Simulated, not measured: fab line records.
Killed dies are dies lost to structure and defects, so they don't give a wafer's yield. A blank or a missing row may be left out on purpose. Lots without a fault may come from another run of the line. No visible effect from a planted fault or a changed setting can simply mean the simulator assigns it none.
Chamber matching | flow n5_finfet | rie_diel-03 running N5_HKMG_FIN_ETCH_35: 4 sister chambers
The step etches SOC in N2/H2, target depth 215.8 nm, time 243.4 s. 8 wafers are shown with their chamber, then 8 later ones without.

== WAFERS, EACH WITH ITS CHAMBER ==
wafer  | chamber | throttle_valve_pct (%) | rf_vpp_V (V)
L076.2 | 3       | 17.90                  | 140.9
L076.5 | 1       | 18.23                  | 139.0
L080.4 | 2       | 17.53                  | 141.4
L080.5 | 0       | 17.85                  | 143.3
L081.1 | 3       | 17.43                  | 142.5
L081.2 | 0       | 17.87                  | 142.6
L081.3 | 1       | 18.27                  | 140.1
L081.4 | 2       | 17.54                  | 140.2

== WAFERS WITH NO CHAMBER GIVEN ==
wafer  | throttle_valve_pct (%) | rf_vpp_V (V)
L081.5 | 17.41                  | 142.4
L081.6 | 17.54                  | 141.5
L083.2 | 17.87                  | 142.5
L083.5 | 17.41                  | 143.7
L083.6 | 17.54                  | 141.2
L084.3 | 17.57                  | 140.3
L084.5 | 17.89                  | 142.3
L084.6 | 17.44                  | 142.3

== WHICH CHAMBER EACH WENT THROUGH ==
wafer  | from the rows above          | in truth
L081.5 | can't be placed: 3 or 2 or 0 | 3
L081.6 | can't be placed: 3 or 2 or 0 | 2
L083.2 | can't be placed: 0 or 3      | 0
L083.5 | can't be placed: 3 or 0 or 2 | 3
L083.6 | can't be placed: 2 or 3      | 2
L084.3 | can't be placed: 2 or 3      | 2
L084.5 | can't be placed: 0 or 3 or 2 | 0
L084.6 | can't be placed: 3 or 2 or 0 | 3
0 of 8 placed correctly. Can't be placed from these rows: 8 (the true chamber is among the candidates in 8). Number placed wrongly: 0.
How it was worked out, from the rows above alone: a wafer's distance from a chamber is the root of the sum, over the readings, of the square of ((its reading less the chamber's mean) divided by the reading's scatter). The wafer belongs to the nearest chamber; if the next one is less than 2 further off, it can't be placed. Each chamber's mean is taken over the wafers shown for it. The scatter is the square root of a quotient: the sum, over the shown wafers, of each reading's squared deviation from its chamber's mean, divided by wafers minus chambers.
